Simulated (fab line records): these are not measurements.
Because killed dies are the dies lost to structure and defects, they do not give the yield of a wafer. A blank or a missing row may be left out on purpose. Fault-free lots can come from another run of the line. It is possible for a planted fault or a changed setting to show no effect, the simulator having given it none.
What tool caused it? | flow n5-finfet | 24 lots, 72 wafers sampled, at 3 steps of a route of 1938

== WHAT EACH GAUGE READ, for each wafer ==
N5_ILD0_THK_MEAS_08. Usual: thk-nm 139.3 nm, standard deviation 1.
lot  | measured    | on            | thk-nm (nm)       | flag
L074 | day 3 14:11 | film-metro-01 | 139.7 139.9 139.8 |
L075 | day 3 20:19 | film-metro-02 | 140.3 139.6 140.4 |
L076 | day 4 01:22 | film-metro-01 | 139.5 138.8 139.3 |
L077 | day 4 08:39 | film-metro-01 | 139.1 137.5 138.4 |
L078 | day 4 12:40 | film-metro-01 | 139.5 141.2 140.2 |
L079 | day 4 18:50 | film-metro-01 | 139.8 139.7 139.5 |
L080 | day 5 01:28 | film-metro-02 | 138.5 137.6 139.1 |
L081 | day 5 12:39 | film-metro-01 | 138.2 138.2 138.4 |
L082 | day 5 16:17 | film-metro-01 | 140.2 139.4 139.4 |
L083 | day 6 00:56 | film-metro-02 | 138.0 138.6 137.9 |
L084 | day 6 04:04 | film-metro-01 | 139.4 141.0 139.4 |
L085 | day 6 15:17 | film-metro-01 | 140.1 139.6 140.3 |
L086 | day 6 18:23 | film-metro-02 | 139.6 138.9 138.8 |
L087 | day 6 22:12 | film-metro-01 | 139.6 137.5 139.3 |
L088 | day 7 02:14 | film-metro-02 | 141.3 139.9 140.9 |
L089 | day 7 07:59 | film-metro-02 | 138.4 137.1 137.7 |
L090 | day 7 11:56 | film-metro-01 | 140.6 140.5 139.9 |
L091 | day 7 20:53 | film-metro-01 | 139.4 138.3 138.5 |
L092 | day 8 00:18 | film-metro-01 | 138.2 138.0 137.1 |
L093 | day 8 06:08 | film-metro-02 | 140.3 139.8 141.1 |
L094 | day 8 13:53 | film-metro-01 | 138.9 138.8 139.8 |
L095 | day 8 19:43 | film-metro-01 | 139.2 137.4 138.7 |
L096 | day 8 23:29 | film-metro-01 | 139.3 139.2 138.6 |
L097 | day 9 06:45 | film-metro-01 | 141.2 139.5 140.1 |

N5_HKMG_FIN_THK_MEAS_70: measures by xrf. Usual: HK_THK typically reads 1.601 nm, with standard deviation 0.02.
lot  | measured    | on            | HK_THK (nm)       | flag
L074 | day 4 03:15 | film-metro-02 | 1.596 1.622 1.578 |
L075 | day 4 09:38 | film-metro-01 | 1.589 1.596 1.595 |
L076 | day 4 13:21 | film-metro-01 | 1.606 1.592 1.576 |
L077 | day 4 20:28 | film-metro-02 | 1.595 1.574 1.617 |
L078 | day 5 03:43 | film-metro-02 | 1.619 1.582 1.593 |
L079 | day 5 09:44 | film-metro-02 | 1.568 1.603 1.630 |
L080 | day 5 13:36 | film-metro-01 | 1.597 1.600 1.610 |
L081 | day 6 00:47 | film-metro-02 | 1.608 1.572 1.575 |
L082 | day 6 04:30 | film-metro-02 | 1.548 1.601 1.594 |
L083 | day 6 12:46 | film-metro-01 | 1.604 1.604 1.595 |
L084 | day 6 15:47 | film-metro-02 | 1.594 1.583 1.600 |
L085 | day 7 03:16 | film-metro-02 | 1.593 1.618 1.553 |
L086 | day 7 06:51 | film-metro-01 | 1.581 1.604 1.586 |
L087 | day 7 13:22 | film-metro-02 | 1.619 1.650 1.617 |
L088 | day 7 14:13 | film-metro-01 | 1.593 1.606 1.610 |
L089 | day 7 20:01 | film-metro-02 | 1.596 1.556 1.578 |
L090 | day 8 00:17 | film-metro-02 | 1.604 1.593 1.569 |
L091 | day 8 08:44 | film-metro-02 | 1.608 1.590 1.596 |
L092 | day 8 12:14 | film-metro-01 | 1.613 1.595 1.584 |
L093 | day 8 18:41 | film-metro-02 | 1.615 1.616 1.617 |
L094 | day 9 02:21 | film-metro-01 | 1.630 1.611 1.602 |
L095 | day 9 07:28 | film-metro-01 | 1.621 1.609 1.607 |
L096 | day 9 11:48 | film-metro-02 | 1.595 1.597 1.579 |
L097 | day 9 19:10 | film-metro-02 | 1.636 1.600 1.621 |

== WHICH TOOL RAN EACH LOT (tool, then ch and the chambers of the sampled wafers, then the start) ==
lot  | N5_SD_EPI_P_SD_RECESS_17
L074 | rie-si-01 ch 1,2,3, day 3 07:22
L075 | rie-si-03 ch 0,1,2, day 3 12:38
L076 | rie-si-03 ch 0,1, day 3 17:40
L077 | rie-si-04 ch 0,2, day 4 01:47
L078 | rie-si-04 ch 0,1,2, day 4 05:49
L079 | rie-si-03 ch 0,1,2, day 4 11:46
L080 | rie-si-03 ch 1,2, day 4 17:32
L081 | rie-si-01 ch 1,3, day 5 05:45
L082 | rie-si-01 ch 0,1,2, day 5 09:04
L083 | rie-si-03 ch 0,1,3, day 5 17:32
L084 | rie-si-01 ch 0,1, day 5 21:12
L085 | rie-si-03 ch 0,2, day 6 07:35
L086 | rie-si-01 ch 0,3, day 6 11:31
L087 | rie-si-03 ch 0,1, day 6 15:22
L088 | rie-si-01 ch 1,2,3, day 6 19:18
L089 | rie-si-01 ch 1,3, day 7 01:04
L090 | rie-si-01 ch 0,2,3, day 7 04:49
L091 | rie-si-01 ch 2,3, day 7 13:48
L092 | rie-si-04 ch 0,3, day 7 17:19
L093 | rie-si-03 ch 0,2, day 7 22:29
L094 | rie-si-04 ch 0,1,3, day 8 06:49
L095 | rie-si-01 ch 1,2, day 8 12:55
L096 | rie-si-03 ch 0,1,2, day 8 16:23
L097 | rie-si-01 ch 0,2,3, day 8 23:29
- N5_SD_EPI_P_SD_RECESS_17: chemistry HBr/Cl2/O2, target depth 39.1 nm, bt time 3 s.

== WHAT THE TOOLS THEMSELVES READ (means of the sampled wafers that have a number; where no wafer has one, the mark that the record gives instead) ==
N5_SD_EPI_P_SD_RECESS_17. Usual: drypump-motor-current-A 5.5 A, standard deviation 0.52; oes-product-au 0.995 a.u., standard deviation 0.016; throttle-valve-pct 37.1 %, standard deviation 0.34.
lot  | tool      | drypump-motor-current-A (A) | oes-product-au (a.u.) | throttle-valve-pct (%) | flag
L074 | rie-si-01 | 5.2                         | 0.989                 | 37.2                   |
L075 | rie-si-03 | 5.7                         | 0.996                 | 36.9                   |
L076 | rie-si-03 | 5.3                         | 0.982                 | 36.7                   |
L077 | rie-si-04 | 5.9                         | 0.990                 | 36.8                   |
L078 | rie-si-04 | 6.0                         | 1.007                 | 37.0                   |
L079 | rie-si-03 | 5.7                         | 0.998                 | 36.9                   |
L080 | rie-si-03 | 5.9                         | 0.992                 | 36.9                   |
L081 | rie-si-01 | 5.4                         | 0.984                 | 37.1                   |
L082 | rie-si-01 | 5.3                         | 0.990                 | 37.2                   |
L083 | rie-si-03 | 5.5                         | 0.990                 | 36.9                   |
L084 | rie-si-01 | 5.6                         | 0.988                 | 37.1                   |
L085 | rie-si-03 | 5.8                         | 1.015                 | 37.2                   |
L086 | rie-si-01 | 5.0                         | 0.997                 | 37.6                   |
L087 | rie-si-03 | 5.5                         | 0.981                 | 36.7                   |
L088 | rie-si-01 | 5.2                         | 0.989                 | 37.2                   |
L089 | rie-si-01 | 5.1                         | 0.994                 | 37.3                   |
L090 | rie-si-01 | 5.0                         | 0.992                 | 37.4                   |
L091 | rie-si-01 | 4.9                         | 0.999                 | 37.4                   |
L092 | rie-si-04 | 5.9                         | 0.986                 | 36.7                   |
L093 | rie-si-03 | 5.8                         | 1.013                 | 37.2                   |
L094 | rie-si-04 | 6.0                         | 1.001                 | 37.0                   |
L095 | rie-si-01 | 5.3                         | 0.989                 | 37.1                   |
L096 | rie-si-03 | 5.7                         | 0.994                 | 36.9                   |
L097 | rie-si-01 | 5.0                         | 0.996                 | 37.4                   |

== THE ANSWER, worked out from the rows above alone ==
Rule: lot off if the mean of its wafers having a number is beyond 3 standard deviations from the usual mean. A lot without any number at a reading at which 4 lots or more have one is off too. All remaining lots with rows at the step are treated as sound. Order of review: gauges by route order, followed by the tools' own readings, for which a lot's mean as printed above is used. At the first step where some lot is off, the reading lying furthest off is the one used; lots without a number count as furthest.
No lot is off on any of the readings shown, so nothing can be concluded from this.

== WHAT THE SIMULATOR PUT IN ==
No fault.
